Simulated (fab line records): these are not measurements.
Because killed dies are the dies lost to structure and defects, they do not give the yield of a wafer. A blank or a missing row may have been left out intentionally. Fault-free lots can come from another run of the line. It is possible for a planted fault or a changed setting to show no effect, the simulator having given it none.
fab line records ; flow n5Finfet
[record] lots = 10; wafers = 29; lastDay = 18
route steps=1938 shown ZERO_LAYER@15 WELL_APT@45 PMOS_HMC_CHANNEL_EPI@57 BEOL_M4@1111 PASSIVATION@1936
lots untouched by any fault: they come from a run of this same line in which no faults occurred
startH: hours from the record's opening day to when the first of the lot's shown wafers began ; waitH: hours from the lot's prior step to this one ; " identical to the entry in the row above ; L1.1+2: a row that stands for several wafers ; - either no value or no given start ; * or withheld: withheld ; < > ~ a bound
route shown NAME@n: names a module that has steps shown in the file, with the first one's number in the route ; usual: mean and standard deviation over wafers with no fault ; same: alike in all rows ; chamber/n: place in a boat ; sites: each site's reading ; _std_site: standard deviation of those values ; _edge_site: outer sites' mean less inner sites' ; radiusMm: for every site, how far away it sits from the centre of the wafer ; mask NAME#n: copy n ; behind: the most recent tool/chamber to have shaped the wafer ; hold: reason for holding the lot/hours on hold/outcome of the hold ; device: transistor that didn't switch, given as n, p or np ; end of line: the same wafers' tests at the end of the route ; a step without rows: its recipe alone ; killed: the dies lost at the first sort to structure and to defects; this is not the yield of the wafer ; map: the dies of a wafer, with x for killed, . for not killed, _ for no die there
set.NAME: the setting as run; set.NAME@STEP: as run at that earlier step ; model.NAME: the simulator's own value behind a step, which no gauge read
steps of the route over a sample of lots; a table a step, a row a wafer
services: when a tool's chamber went out of use (startH, in hours from the record's first day, below 0 if earlier), for how many hours, and the reason
[[steps]]
[step N5_ZERO_LAYER_ETCH_17]
[recipe] chemistry = CF4; target = SiO2; targetDepthA = 120; timeS = 13.3; ionEnergyEv = 350; pressureMtorr = 40; sourceW = 450; biasW = 215; Ar_flow_sccm = 100; cf4FlowSccm = 100
[usual] chamberPressureMTorr = 40.00/0.035; drypumpMotorCurrentA = 5.7/0.63; mfcArSccm = 100.0/0.32; oesProductAu = 0.76/0.069; rfVppV = 949/4.1; showerheadPlenumPTorr = 2.15/0.067; throttleValvePct = 15.7/0.33
lot.wafer;tool;chamber;startH;waitH;chamberPressureMTorr;drypumpMotorCurrentA;mfcArSccm;oesProductAu;rfHoursCounterH;rfVppV;showerheadPlenumPTorr;throttleValvePct
L225.2;rieDiel-02;0;12.84;0.0;40.02;5.8;99.9;0.74;163;953;2.24;16.2
L225.5;rieDiel-02;0;12.84;0.0;40.03;5.7;99.9;0.73;-;954;2.24;16.2
L225.6;rieDiel-02;1;12.84;0.0;40.02;6.6;100.1;0.73;-;954;2.22;15.8
L229.1;rieDiel-03;1;36.85;0.0;40.06;6.3;99.7;0.73;178;953;2.22;15.4
L229.2;rieDiel-03;2;36.85;0.0;39.95;5.6;100.4;0.77;158;950;2.14;15.8
L229.6;rieDiel-03;3;36.85;0.0;39.94;5.8;99.7;0.83;-;950;2.17;15.3
L231.3;rieDiel-04;0;48.84;0.0;40.01;5.9;99.9;0.78;98;939;1.99;15.6
L231.4;rieDiel-04;3;48.84;0.0;40.00;6.2;100.5;0.74;172;949;2.14;15.6
L231.5;rieDiel-04;1;48.84;0.0;40.00;5.3;99.8;0.87;-;945;2.08;15.2
L233.2;rieDiel-02;0;60.71;0.0;40.02;5.8;100.7;0.71;179;952;2.23;16.2
L233.5;rieDiel-02;2;60.71;0.0;40.00;4.6;99.3;0.71;-;951;2.22;16.0
L233.6;rieDiel-02;3;60.71;0.0;39.98;6.6;99.9;0.97;-;947;2.11;15.1
L234.2;rieDiel-03;0;67.82;0.0;40.01;5.1;99.7;0.73;193;947;2.14;16.0
L234.4;rieDiel-03;2;67.82;0.0;40.04;5.6;100.4;0.76;-;950;2.13;15.8
L234.6;rieDiel-03;2;67.82;0.0;40.07;5.6;100.6;0.76;-;949;2.13;15.8
L235.1;rieDiel-02;0;72.84;0.0;40.02;5.8;99.6;0.72;183;953;2.23;16.2
L235.3;rieDiel-02;1;72.84;0.0;39.99;6.6;100.0;0.73;162;954;2.22;15.8
L235.5;rieDiel-02;1;72.84;0.0;39.99;6.6;99.6;0.73;-;954;2.22;15.8
L238.2;rieDiel-02;3;91.45;0.0;40.01;6.6;100.1;1.11;16;946;2.11;15.2
L238.5;rieDiel-02;3;91.45;0.0;39.96;6.6;100.5;0.93;-;947;2.11;15.2
L239.2;rieDiel-02;3;97.52;0.0;39.98;6.6;99.7;1.11;19;946;2.11;15.2
L239.3;rieDiel-02;0;97.52;0.0;40.00;5.7;100.5;0.86;193;954;2.23;16.2
L239.6;rieDiel-02;0;97.52;0.0;40.01;5.7;100.5;0.71;-;953;2.23;16.2
L247.2;rieDiel-03;1;144.86;0.0;39.92;6.3;99.7;0.70;212;954;2.20;15.4
L247.3;rieDiel-03;1;144.86;0.0;40.04;6.3;99.9;0.71;-;953;2.20;15.4
L247.5;rieDiel-03;0;144.86;0.0;40.02;5.1;99.4;0.70;-;946;2.13;16.0
L248.1;rieDiel-04;3;150.84;0.0;40.06;6.2;99.9;0.73;196;947;2.13;15.7
L248.4;rieDiel-04;2;150.84;0.0;39.97;5.2;100.0;0.75;139;950;2.14;15.3
L248.5;rieDiel-04;3;150.84;0.0;39.96;6.3;100.2;0.72;-;947;2.13;15.6
[step N5_ZERO_LAYER_INSPECT_20]
[recipe] inspectInstrument = darkfield; mode = postClean
[usual] rawDefectCount = 39/17
lot.wafer;tool;chamber;startH;waitH;rawDefectCount
L225.2;defectInspect-02;-;13.38;0.0;46
L225.5;defectInspect-02;-;13.38;0.0;50
L225.6;defectInspect-02;-;13.38;0.0;37
L229.1;defectInspect-01;-;37.39;0.0;46
L229.2;defectInspect-01;-;37.39;0.0;33
L229.6;defectInspect-01;-;37.39;0.0;46
L231.3;defectInspect-02;-;49.38;0.0;36
L231.4;defectInspect-02;-;49.38;0.0;22
L231.5;defectInspect-02;-;49.38;0.0;28
L233.2;defectInspect-02;-;61.25;0.0;33
L233.5;defectInspect-02;-;61.25;0.0;19
L233.6;defectInspect-02;-;61.25;0.0;32
L234.2;defectInspect-02;-;68.38;0.0;29
L234.4;defectInspect-02;-;68.38;0.0;39
L234.6;defectInspect-02;-;68.38;0.0;24
L235.1;defectInspect-02;-;73.38;0.0;49
L235.3;defectInspect-02;-;73.38;0.0;38
L235.5;defectInspect-02;-;73.38;0.0;28
L238.2;defectInspect-02;-;91.99;0.0;26
L238.5;defectInspect-02;-;91.99;0.0;34
L239.2;defectInspect-01;-;98.08;0.0;27
L239.3;defectInspect-01;-;98.08;0.0;37
L239.6;defectInspect-01;-;98.08;0.0;35
L247.2;defectInspect-01;-;145.42;0.0;20
L247.3;defectInspect-01;-;145.42;0.0;38
L247.5;defectInspect-01;-;145.42;0.0;19
L248.1;defectInspect-01;-;151.39;0.0;55
L248.4;defectInspect-01;-;151.39;0.0;28
L248.5;defectInspect-01;-;151.39;0.0;25
[step N5_WELL_APT_INSPECT_27]
[recipe] mode = adi; inspectInstrument = macro
[usual] rawDefectCount = 1.9/1.5
lot.wafer;tool;chamber;startH;waitH;rawDefectCount
L225.2;defectInspect-02;-;15.11;0.0;0
L225.5;defectInspect-02;-;15.11;0.0;3
L225.6;defectInspect-02;-;15.11;0.0;3
L229.1;defectInspect-01;-;39.26;0.0;2
L229.2;defectInspect-01;-;39.26;0.0;3
L229.6;defectInspect-01;-;39.26;0.0;5
L231.3;defectInspect-02;-;50.90;0.0;1
L231.4;defectInspect-02;-;50.90;0.0;4
L231.5;defectInspect-02;-;50.90;0.0;3
L233.2;defectInspect-01;-;63.78;0.0;3
L233.5;defectInspect-01;-;63.78;0.0;5
L233.6;defectInspect-01;-;63.78;0.0;0
L234.2;defectInspect-02;-;69.95;0.0;1
L234.4;defectInspect-02;-;69.95;0.0;3
L234.6;defectInspect-02;-;69.95;0.0;2
L235.1;defectInspect-01;-;74.98;0.0;2
L235.3;defectInspect-01;-;74.98;0.0;3
L235.5;defectInspect-01;-;74.98;0.0;2
L238.2;defectInspect-01;-;93.72;0.0;1
L238.5;defectInspect-01;-;93.72;0.0;1
L239.2;defectInspect-02;-;99.70;0.0;5
L239.3;defectInspect-02;-;99.70;0.0;0
L239.6;defectInspect-02;-;99.70;0.0;2
L247.2;defectInspect-01;-;146.90;0.0;1
L247.3;defectInspect-01;-;146.90;0.0;3
L247.5;defectInspect-01;-;146.90;0.0;2
L248.1;defectInspect-02;-;152.86;0.0;3
L248.4;defectInspect-02;-;152.86;0.0;3
L248.5;defectInspect-02;-;152.86;0.0;4
[step N5_PMOS_HMC_CHANNEL_EPI_HM_DEP_34]
[recipe] material = SiO2; targetThkA = 360; tempC = 400; precursor = TEOS/O2; pressureTorr = 6.5; rfW = 900; teosFlowSccm = 161.4; gas = O2; flowSccm = 2650; timeS = 6.9
[usual] heaterPowerW = 517/65; showerheadPlenumPTorr = 8.336/0.03; susceptorTempC = 399.99/0.21; throttleValvePct = 18.6/1
lot.wafer;tool;chamber;startH;waitH;heaterPowerW;showerheadPlenumPTorr;susceptorTempC;throttleValvePct
L225.2;pecvd-02;1;16.86;0.0;579;8.334;400.09;18.2
L225.5;pecvd-02;0;16.86;0.0;460;8.369;400.08;20.1
L225.6;pecvd-02;2;16.86;0.0;469;8.293;400.34;18.6
L229.1;pecvd-04;1;41.53;0.0;504;8.306;400.11;17.7
L229.2;pecvd-04;0;41.53;0.0;653;8.365;399.92;17.6
L229.6;pecvd-04;0;41.53;0.0;642;8.366;399.78;17.8
L231.3;pecvd-02;0;53.18;0.0;417;8.383;400.46;20.1
L231.4;pecvd-02;2;53.18;0.0;566;8.325;400.26;18.6
L231.5;pecvd-02;0;53.18;0.0;418;8.372;400.28;20.1
L233.2;pecvd-02;2;65.65;0.0;563;8.308;399.96;18.6
L233.5;pecvd-02;1;65.65;0.0;612;8.322;400.21;18.2
L233.6;pecvd-02;2;65.65;0.0;579;8.298;399.66;18.5
L234.2;pecvd-02;0;71.67;0.0;472;8.355;400.08;20.3
L234.4;pecvd-02;0;71.67;0.0;487;8.356;400.31;20.1
L234.6;pecvd-02;1;71.67;0.0;555;8.311;400.15;18.0
L235.1;pecvd-02;0;77.09;0.0;500;8.357;399.78;20.0
L235.3;pecvd-02;2;77.09;0.0;501;8.329;399.79;18.5
L235.5;pecvd-02;1;77.09;0.0;527;8.322;399.88;18.0
L238.2;pecvd-04;1;95.43;0.0;560;8.309;399.57;17.7
L238.5;pecvd-04;0;95.43;0.0;584;8.367;399.84;18.0
L239.2;pecvd-04;1;101.53;0.0;554;8.299;400.00;17.8
L239.3;pecvd-04;0;101.53;0.0;545;8.358;399.81;17.9
L239.6;pecvd-04;1;101.53;0.0;569;8.308;400.06;17.7
L247.2;pecvd-02;0;148.82;0.1;495;8.372;400.14;19.8
L247.3;pecvd-02;1;148.82;0.1;545;8.320;400.20;18.3
L247.5;pecvd-02;2;148.82;0.1;482;8.305;399.77;19.0
L248.1;pecvd-04;1;155.07;0.0;497;8.293;399.98;17.6
L248.4;pecvd-04;1;155.07;0.0;502;8.298;399.64;17.7
L248.5;pecvd-04;1;155.07;0.0;505;8.295;400.07;17.7
[step N5_BEOL_M4_RC_MEAS_101]
[usual] DIBL_N = 36.5/2; DIBL_P = 36.5/2.3; IOFF_N = 0.16/0.036; IOFF_P = 0.21/0.037; ION_N = 672/12; ION_P = 459/7.1; SS_N = 71.6/0.73; SS_P = 73.4/0.76; VT_N = 250/3.3; VT_P = -250.5/2.9
lot.wafer;tool;chamber;startH;waitH;DIBL_N[mV/V];DIBL_P[mV/V];IOFF_N[nA/um];IOFF_P[nA/um];ION_N[uA/um];ION_P[uA/um];SS_N[mV/dec];SS_P[mV/dec];VT_N[mV];VT_P[mV]
L225.2;prober-02;0;182.99;0.2;31.8;34.0;0.12;0.17;671;462;71.2;72.4;252;-250.3
L225.5;prober-02;0;182.99;0.2;33.0;34.7;0.13;0.17;659;450;70.6;72.4;254;-253.8
L225.6;prober-02;0;182.99;0.2;34.4;37.4;0.16;0.20;675;461;70.9;73.5;250;-249.8
L229.1;prober-01;0;199.42;0.0;40.0;39.5;0.23;0.28;695;472;72.2;74.4;246;-246.4
L229.2;prober-01;0;199.42;0.0;40.9;41.1;0.25;0.32;679;457;72.4;74.7;245;-248.5
L229.6;prober-01;0;199.42;0.0;35.9;34.9;0.14;0.19;657;451;71.0;73.1;251;-251.8
L231.3;prober-02;0;201.96;0.3;37.3;35.9;0.20;0.24;665;450;71.8;73.2;244;-250.3
L231.4;prober-02;0;201.96;0.3;36.1;35.1;0.18;0.24;679;467;71.3;73.1;249;-250.9
L231.5;prober-02;0;201.96;0.3;35.4;33.9;0.17;0.21;689;470;71.3;73.8;246;-248.8
L233.2;prober-01;0;227.04;0.2;36.7;35.7;0.15;0.18;670;459;70.9;73.6;249;-253.0
L233.5;prober-01;0;227.04;0.2;34.2;33.3;0.12;0.16;660;451;70.6;72.8;252;-255.4
L233.6;prober-01;0;227.04;0.2;36.2;34.4;0.14;0.17;665;450;70.7;73.2;250;-252.7
L234.2;prober-02;0;229.58;0.2;37.6;38.5;0.18;0.23;675;461;72.6;74.5;248;-248.7
L234.4;prober-02;0;229.58;0.2;36.0;36.5;0.15;0.19;680;461;71.7;73.3;249;-250.3
L234.6;prober-02;0;229.58;0.2;33.6;33.9;0.11;0.16;664;451;70.6;72.6;255;-253.8
L235.1;prober-01;0;229.86;0.0;34.3;35.4;0.13;0.20;664;462;71.3;72.5;253;-249.4
L235.3;prober-01;0;229.86;0.0;33.8;33.2;0.11;0.16;630;439;72.2;72.7;259;-255.7
L235.5;prober-01;0;229.86;0.0;31.9;32.0;0.10;0.16;658;459;71.1;72.3;255;-251.8
L239.2;prober-02;0;257.76;0.2;38.6;38.0;0.19;0.24;666;449;72.4;73.0;248;-249.1
L239.3;prober-02;0;257.76;0.2;36.4;35.2;0.14;0.18;649;452;72.4;72.6;254;-252.1
L239.6;prober-02;0;257.76;0.2;38.8;38.0;0.18;0.23;664;457;72.6;73.2;253;-249.6
L238.2;prober-01;0;259.40;0.2;36.3;36.2;0.16;0.20;663;448;71.8;73.1;250;-252.3
L238.5;prober-01;0;259.40;0.2;37.3;38.8;0.20;0.25;669;463;72.6;73.4;247;-246.2
L247.2;prober-01;0;309.41;0.2;38.1;41.2;0.24;0.30;691;474;72.1;73.9;243;-243.0
L247.3;prober-01;0;309.41;0.2;37.5;39.5;0.21;0.26;684;467;71.8;74.3;248;-246.6
L247.5;prober-01;0;309.41;0.2;37.7;39.4;0.21;0.26;661;449;72.3;74.0;247;-245.4
L248.1;prober-01;0;332.06;0.0;38.1;40.2;0.19;0.21;671;457;71.6;75.2;249;-250.8
L248.4;prober-01;0;332.06;0.0;39.1;40.6;0.22;0.23;682;457;72.8;74.2;246;-251.5
L248.5;prober-01;0;332.06;0.0;38.8;41.3;0.21;0.23;675;456;72.4;74.7;248;-248.9
[step N5_PASSIVATION_PROBE_49]
[usual] defectLimitedYield = 91.4/1.4; killed_at_M0_to_M3 = 33/11; killed_at_M4_up = 13/5.3; killedAtContacts = 13/6.1; killedAtFrontEnd = 40/11; killedAtOther = 2.9/2.7; killedDies = 102/17; killedOpen = 68/13; killedShort = 32/7.5; sort_bin_5_function = 5.1/0.98; sort_bin_6_memory = 3.2/0.69; sort_bin_8_speed = 0.1/1.1; sortNPass = 1077/21; sortYieldPct = 91.3/1.7
[same] grossDies = 1180; killedAtBackSide = 0; sort_bin_4_leakage[%] = 0
lot.wafer;tool;chamber;startH;waitH;defectLimitedYield[%];killed_at_M0_to_M3;killed_at_M4_up;killedAtContacts;killedAtFrontEnd;killedAtOther;killedDies;killedOpen;killedShort;sort_bin_5_function[%];sort_bin_6_memory[%];sort_bin_8_speed[%];sortNPass;sortYieldPct[%]
L229.1;prober-02;-;316.77;0.0;89.4;44;11;7;57;6;125;86;37;5.6;4.6;0;1055;89.4
L229.2;prober-02;-;316.82;0.1;94.2;22;14;7;26;0;69;47;20;3.3;2.0;0;1111;94.2
L229.6;prober-02;-;317.02;0.3;90.4;26;14;7;65;1;113;79;34;5.3;3.8;0;1067;90.4
L234.2;prober-01;-;349.37;0.1;93.6;14;10;7;44;0;75;45;28;3.8;2.5;0;1105;93.6
L234.4;prober-01;-;349.47;0.2;91.4;35;16;9;39;2;101;72;27;5.3;2.9;0;1079;91.4
L234.6;prober-01;-;349.57;0.3;94.2;22;13;6;25;2;68;43;22;3.0;2.5;0;1112;94.2
L233.2;prober-02;-;350.64;0.1;91.9;36;19;9;31;1;96;69;26;4.2;3.6;0;1084;91.9
L233.5;prober-02;-;350.79;0.2;92.6;23;11;7;42;4;87;60;27;4.2;3.0;0;1093;92.6
L233.6;prober-02;-;350.84;0.3;88.1;44;14;11;71;1;141;92;49;6.4;4.8;0;1039;88.1
L239.2;prober-01;-;378.43;0.1;93.6;30;7;7;30;1;75;56;19;3.5;2.7;0;1105;93.6
L239.3;prober-01;-;378.48;0.1;90.9;54;4;6;42;1;107;67;38;5.6;2.7;0;1073;90.9
L248.1;prober-02;-;437.13;0.0;92.2;38;10;6;35;3;92;56;36;4.7;2.7;0;1088;92.2
L248.4;prober-02;-;437.28;0.2;92.1;35;5;9;41;3;93;66;25;5.1;2.6;0;1087;92.1
L248.5;prober-02;-;437.33;0.2;91.8;29;12;13;42;1;97;63;32;5.4;2.5;0;1083;91.8
// killed by level:class
L229.1 BEOL_M0_SAQP:geometricParticle:open=18 STI_FIN_REVEAL:geometricParticle:open=12 FIN_SAQP:geometricParticle:short=8 BEOL_M2:geometricParticle:open=8 FIN_SAQP:geometricParticle:open=6 MOL_CONTACT_COAG:geometricParticle:open=6 BEOL_M3:geometricParticle:short=6 BEOL_M3:geometricParticle:open=6
L229.2 BEOL_M2:geometricParticle:open=8 STARTING-WAFER:geometricParticle:open=7 STI_FIN_REVEAL:geometricParticle:open=5 MOL_CONTACT_COAG:geometricParticle:open=4 BEOL_M1:geometricParticle:short=4 BEOL_M4:geometricParticle:open=4 FIN_SAQP:geometricParticle:open=3 GATE_CUT:geometricParticle:short=3
L229.6 STI_FIN_REVEAL:geometricParticle:open=21 FIN_SAQP:geometricParticle:open=11 BEOL_M4:geometricParticle:open=9 FIN_SAQP:geometricParticle:short=8 BEOL_M0_SAQP:geometricParticle:short=7 MOL_CONTACT_COAG:geometricParticle:open=6 BEOL_M0_SAQP:geometricParticle:open=6 STARTING-WAFER:geometricParticle:open=6
L234.2 STI_FIN_REVEAL:geometricParticle:open=14 FIN_SAQP:geometricParticle:short=11 FIN_SAQP:geometricParticle:open=4 MOL_CONTACT_COAG:geometricParticle:open=4 BEOL_M4:geometricParticle:open=4 GATE_CUT:geometricParticle:short=3 MOL_CONTACT_COAG:geometricParticle:short=3 BEOL_M0_SAQP:geometricParticle:open=3
L234.4 FIN_SAQP:geometricParticle:short=12 BEOL_M0_SAQP:geometricParticle:open=8 DUMMY_GATE:geometricParticle:open=7 MOL_CONTACT_COAG:geometricParticle:open=7 BEOL_M1:geometricParticle:open=7 BEOL_M2:geometricParticle:open=7 FIN_SAQP:geometricParticle:open=6 STI_FIN_REVEAL:geometricParticle:open=6
L234.6 DUMMY_GATE:geometricParticle:open=8 BEOL_M4:geometricParticle:open=7 MOL_CONTACT_COAG:geometricParticle:open=5 BEOL_M0_SAQP:geometricParticle:short=5 BEOL_M3:geometricParticle:open=5 FIN_SAQP:geometricParticle:short=3 BEOL_M0_SAQP:geometricParticle:open=3 BEOL_M1:geometricParticle:open=3
L233.2 BEOL_M4:geometricParticle:open=11 BEOL_M0_SAQP:geometricParticle:open=10 STI_FIN_REVEAL:geometricParticle:open=9 MOL_CONTACT_COAG:geometricParticle:open=8 BEOL_M0_SAQP:geometricParticle:short=7 BEOL_M3:geometricParticle:open=7 FIN_SAQP:geometricParticle:open=4 GATE_CUT:geometricParticle:short=4
L233.5 STI_FIN_REVEAL:geometricParticle:open=14 BEOL_M3:geometricParticle:open=9 FIN_SAQP:geometricParticle:short=8 MOL_CONTACT_COAG:geometricParticle:open=6 BEOL_M1:geometricParticle:open=5 BEOL_M4:geometricParticle:open=5 FIN_SAQP:geometricParticle:open=4 BEOL_M0_SAQP:geometricParticle:short=4
L233.6 STI_FIN_REVEAL:geometricParticle:open=18 FIN_SAQP:geometricParticle:open=15 FIN_SAQP:geometricParticle:short=15 BEOL_M2:geometricParticle:open=10 BEOL_M0_SAQP:geometricParticle:open=9 MOL_CONTACT_COAG:geometricParticle:open=8 BEOL_M0_SAQP:geometricParticle:short=8 BEOL_M3:geometricParticle:open=8
L239.2 FIN_SAQP:geometricParticle:open=12 BEOL_M0_SAQP:geometricParticle:open=7 MOL_CONTACT_COAG:geometricParticle:open=6 BEOL_M0_SAQP:geometricParticle:short=6 FIN_SAQP:geometricParticle:short=5 BEOL_M2:geometricParticle:open=5 BEOL_M4:geometricParticle:open=5 STI_FIN_REVEAL:geometricParticle:open=4
L239.3 BEOL_M0_SAQP:geometricParticle:open=15 BEOL_M0_SAQP:geometricParticle:short=14 FIN_SAQP:geometricParticle:open=13 BEOL_M2:geometricParticle:open=10 FIN_SAQP:geometricParticle:short=6 MOL_CONTACT_COAG:geometricParticle:open=6 BEOL_M2:geometricParticle:short=6 GATE_CUT:geometricParticle:short=5
L248.1 STI_FIN_REVEAL:geometricParticle:open=12 BEOL_M0_SAQP:geometricParticle:short=11 BEOL_M3:geometricParticle:open=10 BEOL_M0_SAQP:geometricParticle:open=7 BEOL_M4:geometricParticle:open=7 FIN_SAQP:geometricParticle:open=4 MOL_CONTACT_COAG:geometricParticle:open=4 BEOL_M1:geometricParticle:open=4
L248.4 DUMMY_GATE:geometricParticle:open=13 BEOL_M3:geometricParticle:open=12 BEOL_M1:geometricParticle:open=9 FIN_SAQP:geometricParticle:short=8 MOL_CONTACT_COAG:geometricParticle:open=8 STI_FIN_REVEAL:geometricParticle:open=6 BEOL_M0_SAQP:geometricParticle:open=5 FIN_SAQP:geometricParticle:open=3
L248.5 STI_FIN_REVEAL:geometricParticle:open=12 MOL_CONTACT_COAG:geometricParticle:open=12 FIN_SAQP:geometricParticle:short=9 BEOL_M1:geometricParticle:open=7 BEOL_M3:geometricParticle:open=6 FIN_SAQP:geometricParticle:open=5 STARTING-WAFER:geometricParticle:short=5 STI_FIN_REVEAL:geometricParticle:short=4
[[services]]
tool;chamber;startH;hours;kind
rieDiel-03;2;-8.58;1.6;repair
rieDiel-04;0;-3.26;10.6;repair
pecvd-02;0;-2.56;5.5;scheduledDown
rieDiel-02;-;7.21;1.1;repair
pecvd-02;-;10.60;1.0;repair
pecvd-02;2;18.25;2.1;scheduledDown
rieDiel-02;3;23.92;-;clean
rieDiel-02;3;23.92;-;consumableReplace:focusRing
rieDiel-02;3;23.92;15.6;scheduledDown
rieDiel-02;3;23.92;15.6;ventCycle
pecvd-04;2;30.78;134.5;repair
rieDiel-04;0;37.92;4.8;repair
pecvd-04;1;49.99;5.8;repair
rieDiel-02;1;53.32;16.7;repair
rieDiel-03;3;64.95;12.8;repair
rieDiel-03;1;65.00;11.8;repair
rieDiel-04;-;79.77;28.1;pm
pecvd-02;-;91.39;1.7;repair
rieDiel-03;3;133.54;12.3;repair
rieDiel-02;2;139.95;-;clean
rieDiel-02;2;139.95;-;consumableReplace:focusRing
rieDiel-02;2;139.95;34.7;scheduledDown
rieDiel-02;2;139.95;34.7;ventCycle
rieDiel-03;2;143.43;10.1;repair
[[key]]
[firstSign] step = N5_ZERO_LAYER_ETCH_17; reading = oesProductAu; direction = up; sigmas = 3.9; usual = 0.76; struck = 1.03
effect none on later readings
metAt N5_ZERO_LAYER_ETCH_17
struckLots L238,L239
struckWafers L238.2,L239.2,L239.3
notActingAt N5_ZERO_LAYER_INSPECT_20,N5_WELL_APT_INSPECT_27,N5_PMOS_HMC_CHANNEL_EPI_HM_DEP_34
onsetBetween 72.84 91.45
[fault] kind = processParameterDrift; tool = rieDiel-02; chamber = -; onsetH = 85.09; steps = N5_ZERO_LAYER_ETCH_17; channel = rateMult; offset = 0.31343; shape = step; endH = 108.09; scope = struckWafersOnly
